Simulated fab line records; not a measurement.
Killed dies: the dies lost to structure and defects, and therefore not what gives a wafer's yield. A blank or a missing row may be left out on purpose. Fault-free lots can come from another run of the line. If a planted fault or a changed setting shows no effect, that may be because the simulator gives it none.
Chamber matching ; flow nandHarc ; 4 sister chambers for NHARC_A_CONTACT_ETCH_91 on rieDiel-03
The step etches the open film in CH3F/O2, target depth 40 nm, time 85.7 s. 8 wafers are shown with their chamber, then 12 later ones without.

## EACH WAFER AND ITS CHAMBER
wafer;chamber;showerheadPlenumPTorr (Torr);drypumpMotorCurrentA (A)
L083.2;2;2.49;6.3
L090.5;1;2.34;5.8
L090.6;2;2.48;6.3
L088.5;3;2.57;5.0
L088.6;0;2.65;5.5
L092.1;1;2.34;5.8
L092.3;3;2.57;4.9
L092.4;0;2.65;5.5

## WAFERS WITHOUT THEIR CHAMBER
wafer;showerheadPlenumPTorr (Torr);drypumpMotorCurrentA (A)
L091.1;2.48;6.3
L091.2;2.65;5.5
L091.5;2.65;5.5
L094.2;2.34;5.8
L094.3;2.48;6.3
L094.4;2.57;4.9
L093.1;2.65;5.5
L093.2;2.34;5.8
L093.6;2.57;5.0
L097.1;2.48;6.3
L097.3;2.56;4.9
L097.5;2.56;4.9

## EACH ONE'S CHAMBER
wafer;from the rows above;in truth
L091.1;2;2
L091.2;0;0
L091.5;0;0
L094.2;1;1
L094.3;2;2
L094.4;3;3
L093.1;0;0
L093.2;1;1
L093.6;3;3
L097.1;2;2
L097.3;3;3
L097.5;3;3
Correct placement for 12 of the 12. From these rows, 0 cannot be placed. Placed wrongly: 0.
How it was worked out, from the rows above alone: a wafer's distance from a chamber is the root of the sum, over the readings, of the square of ((its reading less the chamber's mean) divided by the reading's scatter). The wafer belongs to the nearest chamber; if the next one is less than 2 further off, it can't be placed. A chamber's mean is the mean of its shown wafers. The scatter is the square root of a quotient: the sum, over the shown wafers, of each reading's squared deviation from its chamber's mean, divided by wafers minus chambers.
